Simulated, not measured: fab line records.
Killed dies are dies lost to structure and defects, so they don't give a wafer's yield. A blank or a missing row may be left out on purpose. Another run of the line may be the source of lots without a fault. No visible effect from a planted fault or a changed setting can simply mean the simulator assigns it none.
A lot that was struck, set against a sound lot / flow n5_finfet / 14 out of 1938 route steps
Sound: wafers L962.1, L962.2, L962.3. Struck: wafers L961.2, L961.6 (left out: L961.3, a lot-mate that was not struck); the cause follows at the end.
Each step with rows lists, per side, the tool, then ch with its chambers, then its first start. Under that, the readings that differ: sound wafers / struck wafers / difference of the means / sigmas: that difference in standard deviations of wafers without a fault.
alike: a reading whose means differ by less than 2 such deviations, as well as words and numbers matching on both sides. not compared: withheld readings; readings where some wafer has no value; bounds like >300 that might hide an equal value; numbers whose values overlap and for which the record gives no deviation.
The two part at a step that has a row with sigmas, a row that says differs or no value, or rows on one side only. When numbers do not overlap yet have no deviation, they are printed without sigmas and do not part them. A reading missing from all wafers of one side parts the sides only when that side holds two or more wafers.

first, 1 step without rows for these wafers: N5_BEOL_M11_DEVELOP_27 (develop time 30 s).
N5_BEOL_M11_CD_MEAS_28: target cd 70 nm.
  sound on cd_sem-02 ch 0, day 15 04:01; struck on cd_sem-03 ch 0, day 14 01:02
  alike: cd_nm
N5_BEOL_M11_OVL_MEAS_29:
  sound on overlay-02 ch 0, day 15 04:03; struck on overlay-02 ch 0, day 14 01:04
  alike: V10_OVL
N5_BEOL_M11_INSPECT_30: inspects for defects (brightfield).
  sound on defect_inspect-01, day 15 04:04; struck on defect_inspect-01, day 14 01:05
  alike: raw_defect_count
N5_BEOL_M11_DESCUM_33: chemistry O2, time 7.9 s.
  sound on rie_diel-04 ch 0,2,3, day 15 04:08; struck on rie_diel-06 ch 1,2, day 14 01:53
  alike: drypump_motor_current_A, oes_product_au, rf_vpp_V, showerhead_plenum_p_Torr, throttle_valve_pct
  not compared: rf_hours_counter_h
then, 1 step without rows for these wafers: N5_BEOL_M11_ETCH_65 (etches SiARC in CF4, target depth 39 nm, time 65 s).
N5_BEOL_M11_ETCH_66: etches SOC in N2/H2, target depth 120 nm, overetch 24 nm, time 180 s.
  sound on rie_diel-04 ch 0,2,3, day 15 04:13; struck on rie_diel-06 ch 1,2, day 14 01:58
  alike: drypump_motor_current_A, n2_flow_sccm, oes_product_au, rf_vpp_V, showerhead_plenum_p_Torr, throttle_valve_pct
  not compared: rf_hours_counter_h
then, 1 step without rows for these wafers: N5_BEOL_M11_STRIP_69 (strips in N2/H2).
N5_BEOL_M11_VIA_ETCH_34: etches SiCOH lowk in C4F6/O2, target depth 184.5 nm, time 69.2 s.
  sound on rie_diel-04 ch 0,2,3, day 15 04:20; struck on rie_diel-06 ch 1,2, day 14 02:05
  alike: drypump_motor_current_A, oes_product_au, rf_vpp_V, showerhead_plenum_p_Torr, throttle_valve_pct
  not compared: rf_hours_counter_h
then, 1 step without rows for these wafers: N5_BEOL_M11_STRIP_73 (strips in C4F6/O2).
N5_BEOL_M11_STRIP_36: strips in N2/H2.
  sound on rie_diel-04 ch 0,2,3, day 15 04:24; struck on rie_diel-06 ch 1,2, day 14 02:09
  alike: drypump_motor_current_A, n2_flow_sccm, oes_product_au, rf_vpp_V, showerhead_plenum_p_Torr, throttle_valve_pct
  not compared: rf_hours_counter_h
N5_BEOL_M11_TRENCH_ETCH_37: etches SiCOH lowk in C4F6/O2, target depth 148.83 nm, time 48 s.
  sound on rie_diel-04 ch 0,2,3; struck on rie_diel-06 ch 1,2
  alike: drypump_motor_current_A, oes_product_au, rf_vpp_V, showerhead_plenum_p_Torr, throttle_valve_pct
  not compared: rf_hours_counter_h
N5_BEOL_M11_ETCH_41: etches SiCN in CH3F/O2, target depth 42.6 nm, time 86 s.
  sound on rie_diel-04 ch 0,2,3, day 15 04:29; struck on rie_diel-06 ch 1,2, day 14 02:14
reading=oes_product_au (a.u.); sound=0.73 0.78 0.87; struck=0.52 0.50; difference=-0.28; sigmas=-3
reading=model.etch.depth_nm (nm); sound=32.12 33.09 33.11; struck=18.99 19.09; difference=-13.73; sigmas=
  alike: drypump_motor_current_A, rf_vpp_V, showerhead_plenum_p_Torr, throttle_valve_pct
  not compared: rf_hours_counter_h
then, 1 step without rows for these wafers: N5_BEOL_M11_STRIP_77 (strips in N2/H2, time 10 s).

== WHERE THEY PART ==
Within this record, at N5_BEOL_M11_ETCH_41 only.

WHY: whatever the simulator had introduced
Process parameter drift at N5_BEOL_M11_ETCH_41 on rie_diel-06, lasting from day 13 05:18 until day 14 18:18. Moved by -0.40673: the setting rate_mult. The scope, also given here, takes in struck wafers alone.
